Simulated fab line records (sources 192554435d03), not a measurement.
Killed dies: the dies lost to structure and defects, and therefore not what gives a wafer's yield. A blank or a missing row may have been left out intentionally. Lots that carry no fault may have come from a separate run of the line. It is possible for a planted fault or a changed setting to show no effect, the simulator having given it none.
Split-lot study	flow n5_finfet	21 wafers read from 7 lots, route of 1938 steps

## THE SPLIT ITSELF
At N5_FIN_SAQP_ETCH_65 (etches SiO2 in CF4, target depth 4 nm, time 4.4 s), the setting time_s was moved away from the recipe's 4.4 s on 2 of the 21 wafers read, by -19.7% to +22.0%. The other wafers ran this setting at the recipe's value.

The reading comes from the split's own step.

## THE READING
etch.depth_nm (the simulator's own value, which no gauge read), in nm, at N5_FIN_SAQP_ETCH_65 (etches SiO2 in CF4, target depth 4 nm, time 4.4 s). The file does not state a usual value for it. Average 3.922 nm, standard deviation 0.083 nm, over the 19 wafers here run with the recipe.

wafer	tool, chamber at the split	time_s as run, s	against the recipe	etch.depth_nm, nm	against lot-mates on the recipe
L078.1	rie_si-04, 0	4.4	recipe	3.984	-
L078.5	rie_si-04, 0	4.4	recipe	3.984	-
L078.3	rie_si-04, 2	4.4	recipe	3.772	-
L080.2	rie_si-03, 0	4.4	recipe	3.996	-
L080.3	rie_si-03, 2	4.4	recipe	3.875	-
L080.4	rie_si-03, 1	4.4	recipe	3.812	-
L082.3	rie_si-03, 0	4.4	recipe	4.023	-
L082.5	rie_si-03, 2	4.4	recipe	3.924	-
L082.6	rie_si-03, 3	4.4	recipe	3.986	-
L085.1	rie_si-03, 0	4.4	recipe	3.981	-
L085.5	rie_si-03, 0	4.4	recipe	3.952	-
L085.6	rie_si-03, 1	5.37	+22.0%	4.679	+0.713
L089.3	rie_si-04, 0	4.4	recipe	3.946	-
L089.5	rie_si-04, 2	4.4	recipe	3.784	-
L089.6	rie_si-04, 1	4.4	recipe	3.858	-
L092.2	rie_si-01, 3	3.534	-19.7%	3.337	-0.693
L092.5	rie_si-01, 2	4.4	recipe	4.037	-
L092.6	rie_si-01, 1	4.4	recipe	4.024	-
L094.1	rie_si-03, 2	4.4	recipe	3.873	-
L094.3	rie_si-03, 1	4.4	recipe	3.823	-
L094.4	rie_si-03, 0	4.4	recipe	3.884	-

THE FIT
A straight line over all 21 wafers: etch.depth_nm changes by +0.0323 nm for each +1% of time_s; r = +0.93; the points scatter about the line by 0.084 nm.
The same after taking each lot's own level away (the mean of its wafers on the recipe; 21 wafers): +0.0336 nm for each +1%; r = +0.97; scatter 0.061 nm.
That fit puts the effect of the largest move of time_s on the reading at 0.74 nm.
From 3.8600 to 4.0305 nm: that is the span of the lots' own levels, equal to 2.1 times the standard deviation above.
Consequently the slope shifts little with the lot-to-lot level, the two slopes agreeing.
Check: with one of the wafers moved furthest among these (+22.0%) left out of the fit, the line predicts +0.777 nm for it against its lot-mates. Against them it came out at +0.713 nm.

## THESE WAFERS: OTHER SPLITS
Note: prior to the reading, these wafers also went through further splits. Each is held against what the fit with the lots' levels taken away leaves over:
other split on the same wafers	wafers away from the commonest value	r with etch.depth_nm (lot level and that fit taken away)
N5_ZERO_LAYER_COAT_05 spin_rpm	9	+0.15
N5_ZERO_LAYER_DEVELOP_10 develop_time_s	10	+0.08

## THE FILE'S OWN FIT
etch.depth_nm changes by +0.0336 nm for each +1% of time_s, r = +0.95.
